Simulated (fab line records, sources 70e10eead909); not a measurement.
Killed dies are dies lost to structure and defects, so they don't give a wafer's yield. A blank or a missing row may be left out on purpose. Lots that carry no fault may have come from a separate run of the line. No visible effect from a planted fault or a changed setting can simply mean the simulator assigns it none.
fab line records ; flow nand_harc
record: lots: 6; wafers: 18; last_day: 33
route steps=1302 shown A_ZERO_WELL@393
lots that met no fault: from a run of the same line without faults
start_h: start of the lot's first displayed wafer, in hours after the record's first day ; wait_h: hours since the lot's step before ; " the same as in the row above ; L1.1+2: several wafers, shown together as one row ; - value missing, or start not given ; * or withheld: withheld ; < > ~ a bound
route shown NAME@n: NAME is a module with steps in the file, n the number in the route of the first one ; usual: mean/standard deviation of fault-free wafers ; same: alike in all rows ; chamber/n: place in a boat ; sites: the reading at each site ; _std_site: standard deviation of those values ; _edge_site: the outer-site mean with the inner-site mean subtracted ; radius_mm: how far each site lies from the wafer's centre ; mask NAME#n: copy n ; behind: the tool/chamber that last shaped the wafer ; hold: why the lot went on hold/how many hours it stayed there/how the hold came to an end ; device: which transistor (n, p or np) failed to switch ; end of line: the tests these same wafers got at the end of their route ; a step given without rows: its recipe and nothing more ; killed: count of dies lost to structure and defects at first sort (not the wafer's yield) ; map: a wafer's dies, x killed, . not, _ none there
set.NAME: the setting the step ran with; set.NAME@STEP: the setting that earlier step ran with ; model.NAME: the simulator's own value behind a step, which no gauge read
lots at some steps of the route; a table a step, a row a wafer
services: a tool's chamber out of use, with start hour (start_h, from the record's first day; less than 0 if before it), hours out, and reason
== steps ==
step: NHARC_A_ZERO_WELL_HMDS_03
recipe: time_s: 30
step: NHARC_A_ZERO_WELL_COAT_18
recipe: temp_c: 200; time_s: 65
step: NHARC_A_ZERO_WELL_COAT_04
recipe: spin_rpm: 2000; resist_thk_nm: 600
step: NHARC_A_ZERO_WELL_SOFTBAKE_05
recipe: temp_c: 125; time_s: 70
step: NHARC_A_ZERO_WELL_EBR_06
step: NHARC_A_ZERO_WELL_EXPOSE_07
recipe: na: 0.55; dose_mj: 33.85; mask_id: A_ZERO
step: NHARC_A_ZERO_WELL_PEB_08
recipe: peb_temp_c: 128; peb_time_s: 80
step: NHARC_A_ZERO_WELL_DEVELOP_09
recipe: time_s: 50; dev_temp_c: 22
step: NHARC_A_ZERO_WELL_CD_MEAS_10
recipe: target_cd_nm: 2000; landing_energy_ev: 500
usual: cd_nm: 1998.8/1.6
same: landing_energy_ev: 500
lot.wafer;tool;chamber;start_h;wait_h;cd_nm
L237.2;cd_sem-02;0;234.98;-;1998.8
L237.3;cd_sem-02;0;234.98;-;1999.2
L237.5;cd_sem-02;0;234.98;-;1998.3
L236.3;cd_sem-02;0;236.43;-;1996.2
L236.5;cd_sem-02;0;236.43;-;1997.8
L236.6;cd_sem-02;0;236.43;-;1996.6
L245.2;cd_sem-02;0;313.55;-;1999.7
L245.3;cd_sem-02;0;313.55;-;1999.4
L245.5;cd_sem-02;0;313.55;-;1999.5
L246.1;cd_sem-03;0;326.01;-;2000.3
L246.2;cd_sem-03;0;326.01;-;2001.0
L246.3;cd_sem-03;0;326.01;-;1998.5
L248.1;cd_sem-03;0;342.55;-;2000.5
L248.2;cd_sem-03;0;342.55;-;1998.9
L248.6;cd_sem-03;0;342.55;-;1997.5
L249.2;cd_sem-01;0;352.50;-;2001.1
L249.3;cd_sem-01;0;352.50;-;2002.6
L249.5;cd_sem-01;0;352.50;-;1997.8
step: NHARC_A_ZERO_WELL_HARDBAKE_11
recipe: temp_c: 118; time_s: 65
step: NHARC_A_ZERO_WELL_DESCUM_12
recipe: time_s: 3; o2_flow_sccm: 200; ar_flow_sccm: 0; bias_power_w: 0; chemistry: O2
usual: drypump_motor_current_A: 5.7/0.42; oes_product_au: 0.998/0.011; rf_vpp_V: 58.0/0.91; showerhead_plenum_p_Torr: 1.95/0.079; throttle_valve_pct: 11.312/0.0097
lot.wafer;tool;chamber;start_h;wait_h;drypump_motor_current_A;oes_product_au;rf_hours_counter_h;rf_vpp_V;showerhead_plenum_p_Torr;throttle_valve_pct
L237.3;rie_diel-13;3;235.13;-;5.2;0.995;2;57.4;2.05;11.312
L237.2;rie_diel-13;1;235.13;-;5.8;1.016;2;57.7;1.86;11.322
L237.5;rie_diel-13;3;235.13;-;5.2;0.988;-;58.1;2.05;11.333
L236.3;rie_diel-13;2;236.58;-;5.7;1.006;2;57.3;2.02;11.329
L236.6;rie_diel-13;2;236.58;-;5.7;1.002;-;58.5;2.02;11.301
L236.5;rie_diel-13;3;236.58;-;5.2;0.991;-;58.4;2.05;11.319
L245.2;rie_diel-13;3;313.71;-;5.2;0.986;5;57.0;2.05;11.315
L245.3;rie_diel-13;1;313.71;-;5.7;1.006;6;57.7;1.86;11.301
L245.5;rie_diel-13;3;313.71;-;5.2;0.990;-;55.8;2.05;11.302
L246.3;rie_diel-13;1;326.17;-;5.7;1.018;6;57.3;1.86;11.319
L246.1;rie_diel-13;3;326.17;-;5.2;0.982;6;57.9;2.05;11.298
L246.2;rie_diel-13;0;326.17;-;5.7;0.989;5;57.8;1.93;11.318
L248.1;rie_diel-11;2;342.71;-;6.6;1.008;17;56.4;1.79;11.302
L248.2;rie_diel-11;0;342.71;-;6.1;0.990;19;57.7;1.89;11.319
L248.6;rie_diel-11;2;342.71;-;6.6;1.005;-;56.5;1.79;11.298
L249.2;rie_diel-11;2;352.66;-;6.7;1.013;19;58.0;1.79;11.308
L249.3;rie_diel-11;0;352.66;-;6.0;1.011;21;56.3;1.89;11.309
L249.5;rie_diel-11;1;352.66;-;5.3;1.010;-;56.9;1.90;11.307
step: NHARC_A_ZERO_WELL_ETCH_19
recipe: target_depth_a: 800; overetch_a: 240; time_s: 87.88; ion_energy_ev: 200; n2_flow_sccm: 150; h2_flow_sccm: 150; ar_flow_sccm: 0; rf_w: 400; bias_w: 150; chemistry: N2/H2
usual: bias_w: 149.9/0.39; chamber_pressure_mTorr: 30.00/0.03; drypump_motor_current_A: 5.7/0.42; oes_product_au: 0.996/0.011; rf_vpp_V: 431.5/2.6; showerhead_plenum_p_Torr: 2.08/0.086; throttle_valve_pct: 14.170/0.0093
lot.wafer;tool;chamber;start_h;wait_h;bias_w;chamber_pressure_mTorr;drypump_motor_current_A;oes_product_au;rf_hours_counter_h;rf_vpp_V;showerhead_plenum_p_Torr;throttle_valve_pct
L237.3;rie_diel-13;0;235.22;0.1;150.3;30.01;5.7;0.982;2;432.3;2.06;14.183
L237.2;rie_diel-13;1;235.22;0.1;150.4;30.02;5.8;1.017;2;429.5;1.98;14.181
L237.5;rie_diel-13;1;235.22;0.1;149.8;30.01;5.8;1.015;-;428.5;1.98;14.185
L236.3;rie_diel-13;2;236.69;0.1;150.1;29.99;5.7;0.998;2;433.4;2.16;14.168
L236.6;rie_diel-13;3;236.69;0.1;150.1;29.96;5.2;0.987;-;434.6;2.19;14.149
L236.5;rie_diel-13;0;236.69;0.1;150.6;30.04;5.7;0.986;-;431.2;2.06;14.175
L245.2;rie_diel-13;2;313.79;0.1;149.7;29.97;5.7;0.995;4;432.9;2.16;14.160
L245.3;rie_diel-13;3;313.79;0.1;149.6;30.08;5.2;0.998;5;435.1;2.19;14.171
L245.5;rie_diel-13;1;313.79;0.1;149.8;29.99;5.7;1.014;-;428.8;1.98;14.172
L246.2;rie_diel-13;0;326.25;0.1;149.9;29.97;5.7;0.984;5;431.6;2.06;14.167
L246.1;rie_diel-13;1;326.25;0.1;150.4;29.96;5.8;1.021;6;430.0;1.98;14.163
L246.3;rie_diel-13;2;326.25;0.1;149.4;30.00;5.7;0.988;4;434.9;2.16;14.171
L248.2;rie_diel-11;0;342.80;0.1;149.8;29.96;6.0;0.997;19;429.8;2.01;14.181
L248.1;rie_diel-11;1;342.80;0.1;150.1;29.97;5.4;1.018;15;431.9;2.03;14.171
L248.6;rie_diel-11;0;342.80;0.1;149.8;29.95;6.0;1.002;-;431.4;2.01;14.163
L249.2;rie_diel-11;1;352.74;0.1;149.6;29.97;5.3;1.015;17;430.8;2.02;14.172
L249.3;rie_diel-11;0;352.74;0.1;150.6;30.03;6.0;1.004;21;429.7;2.01;14.187
L249.5;rie_diel-11;2;352.74;0.1;150.0;30.00;6.6;1.011;-;427.0;1.91;14.167
step: NHARC_A_ZERO_WELL_ETCH_13
recipe: target_depth_a: 1200; time_s: 40.1; hbr_flow_sccm: 150; cl2_flow_sccm: 50; rf_w: 400; icp_w: 400; bias_w: 100; chemistry: HBr/Cl2
usual: bias_w: 100.0/0.31; chamber_pressure_mTorr: 15.000/0.013; drypump_motor_current_A: 5.6/0.51; oes_product_au: 0.999/0.01; throttle_valve_pct: 26.407/0.0092
lot.wafer;tool;chamber;start_h;wait_h;bias_w;chamber_pressure_mTorr;drypump_motor_current_A;oes_product_au;rf_hours_counter_h;throttle_valve_pct
L237.2;rie_si-03;2;235.34;-;-;-;-;-;-;-
L237.3;rie_si-03;1;235.34;-;-;-;-;-;-;-
L237.5;rie_si-03;2;235.34;-;-;-;-;-;-;-
L236.3;rie_si-01;3;236.81;-;-;-;-;-;-;-
L236.6;rie_si-01;1;236.81;-;-;-;-;-;-;-
L236.5;rie_si-01;2;236.81;-;-;-;-;-;-;-
L245.3;rie_si-01;1;313.93;-;99.6;14.999;5.1;0.989;0.9;26.422
L245.2;rie_si-01;2;313.93;-;99.9;14.975;6.5;0.983;0.8;26.413
L245.5;rie_si-01;0;313.93;-;100.3;15.015;5.9;0.996;-;26.404
L246.2;rie_si-01;3;326.37;-;99.6;14.990;5.8;0.984;0.8;26.393
L246.3;rie_si-01;0;326.37;-;99.9;14.996;5.9;1.007;1.0;26.409
L246.1;rie_si-01;1;326.37;-;100.4;14.996;5.1;0.998;1.1;26.398
L248.2;rie_si-03;0;342.94;-;100.3;14.994;5.0;0.994;0.6;26.415
L248.1;rie_si-03;1;342.94;-;100.3;15.006;5.9;1.008;0.6;26.413
L248.6;rie_si-03;2;342.94;-;99.9;15.018;6.0;1.013;-;26.386
L249.2;rie_si-05;2;352.86;-;99.9;14.989;6.4;1.000;0.2;26.408
L249.3;rie_si-05;0;352.86;-;100.3;15.006;4.8;0.989;0.2;26.405
L249.5;rie_si-05;3;352.86;-;100.3;15.010;5.1;0.979;-;26.412
step: NHARC_A_ZERO_WELL_STRIP_14
recipe: time_s: 900; temp_c: 130; chemistry: SPM
== services ==
tool;chamber;start_h;hours;kind
rie_si-03;-;221.00;9.0;pm
rie_diel-13;0;223.07;-;clean
rie_diel-13;1;223.07;-;clean
rie_diel-13;2;223.07;-;clean
rie_diel-13;3;223.07;-;clean
rie_diel-13;2;241.58;6.1;repair
rie_diel-13;0;247.66;2.4;repair
rie_diel-11;-;255.54;9.0;pm
rie_diel-13;2;269.73;16.6;repair
rie_diel-13;0;273.06;3.4;repair
rie_diel-11;1;281.24;6.8;repair
rie_si-01;3;285.16;17.2;repair
rie_si-05;-;305.00;9.0;pm
rie_diel-13;-;306.01;0.5;repair
rie_diel-11;2;315.90;6.3;repair
rie_si-03;1;321.50;9.0;repair
rie_si-05;0;328.31;1.8;repair
rie_diel-13;0;332.61;2.5;repair
rie_diel-13;-;333.16;4.7;repair
rie_si-05;3;335.89;2.4;repair
rie_si-05;-;338.25;0.1;repair
rie_diel-13;-;342.07;9.0;pm
rie_diel-11;3;347.65;4.0;repair
rie_si-03;3;348.79;2.1;repair
== key ==
first_sign: step: NHARC_A_ZERO_WELL_ETCH_13; reading: tool_record; direction: missing
effect none on later readings
met_at NHARC_A_ZERO_WELL_ETCH_13
struck_wafers L236.3,L236.5,L236.6,L237.2,L237.3,L237.5
later_rows_left_out L236.3,L236.5,L236.6,L237.2,L237.3,L237.5
sort_left_out L236.3,L236.5,L236.6,L237.2,L237.3,L237.5
tester_left_out L236,L237
fault: kind: skipped_step_whole; tool: rie_si-01,rie_si-03; chamber: -; onset_h: 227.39; steps: NHARC_A_ZERO_WELL_ETCH_13; scope: struck_lots_only
tester_left_out: of these lots the tester's yield and bins aren't shown, on N5 and GAA mostly nor the transistor test; their killed dies are dies lost to structure and defects alone, not to doping, threshold or leakage, so they don't give the yield
sort_left_out: the simulated sort isn't trusted on such a fault, so these wafers' sort isn't shown, and their yield isn't known
later_rows_left_out: the simulator's readings of these wafers behind a module that went badly wrong aren't trusted and aren't shown, but for the sort
